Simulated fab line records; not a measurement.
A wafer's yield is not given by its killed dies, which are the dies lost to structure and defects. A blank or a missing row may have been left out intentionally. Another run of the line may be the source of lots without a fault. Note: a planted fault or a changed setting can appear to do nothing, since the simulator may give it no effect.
Which tool was responsible?    flow nandHarc    18 wafers from 6 lots sampled at 3 of the route's 1159 steps

WHAT THE GAUGES READ, wafer by wafer
NHARC_A_ONON_D1_THK_MEAS_27: measures by ellipsometry.
lot   measured      on            thkNm (nm)
L856  day 8 01:03   filmMetro-01  989 986 988
L859  day 9 04:01   filmMetro-02  1023 1022 1023
L861  day 9 19:44   filmMetro-01  1009 1007 1009
L865  day 10 16:25  filmMetro-02  647 647 648 646 649 648
L875  day 12 18:29  filmMetro-02  996 998 998
L876  day 13 09:39  filmMetro-01  1006 1007 1006

TOOL THAT RAN EACH LOT (tool first, then ch and the chambers of the sampled wafers, then the start)
lot   NHARC_A_ZERO_WELL_RTA_16         NHARC_A_ONON_D1_DEP_25
L856  rtpAnneal-01 ch 0, day 6 13:49   pecvdOnon-02 ch 0, day 8 00:32
L859  rtpAnneal-01 ch 0, day 7 19:28   pecvdOnon-03 ch 0, day 9 03:38
L861  rtpAnneal-01 ch 0, day 8 09:53   pecvdOnon-03 ch 0, day 9 19:16
L865  rtpAnneal-01 ch 0, day 9 07:47   pecvdOnon-03 ch 0, day 10 15:55
L875  rtpAnneal-02 ch 0, day 11 07:11  pecvdOnon-01 ch 0, day 12 17:59
L876  rtpAnneal-02 ch 0, day 12 00:34  pecvdOnon-01 ch 0, day 13 09:16
- NHARC_A_ZERO_WELL_RTA_16: time 10 s.
- NHARC_A_ONON_D1_DEP_25: target thk 1000 nm.

THE ANSWER, worked out from the rows above alone
Rule: what is usual is taken from the lots themselves. The widest of any qualifying gaps counts: lots, ordered by their means at a reading, are off when they make up no more than a third of the lots, leave a main group of 4 or more, and stand apart from it by 3 or more times the standard deviation of that group's means. A main group whose means are all the same, to the digits that the tables above print for the reading, isn't used. Also off: a lot with no number at a reading for which 4 or more lots have one. Any other lot the step has rows for is counted as sound.
Off: L865, at NHARC_A_ONON_D1_THK_MEAS_27 (thkNm). Main group: mean 1004 nm, sd 12.
A tool fits if, at a process step before that reading, it ran every lot that is off, and no sound lot after the first of them. Gauges at NHARC_A_ONON_D1_THK_MEAS_27: tried the same way as those tools. Undecided on this evidence; 2 tools fit (rtpAnneal-01 at NHARC_A_ZERO_WELL_RTA_16, pecvdOnon-03 at NHARC_A_ONON_D1_DEP_25).

WHAT HAD BEEN PUT IN BY THE SIMULATOR
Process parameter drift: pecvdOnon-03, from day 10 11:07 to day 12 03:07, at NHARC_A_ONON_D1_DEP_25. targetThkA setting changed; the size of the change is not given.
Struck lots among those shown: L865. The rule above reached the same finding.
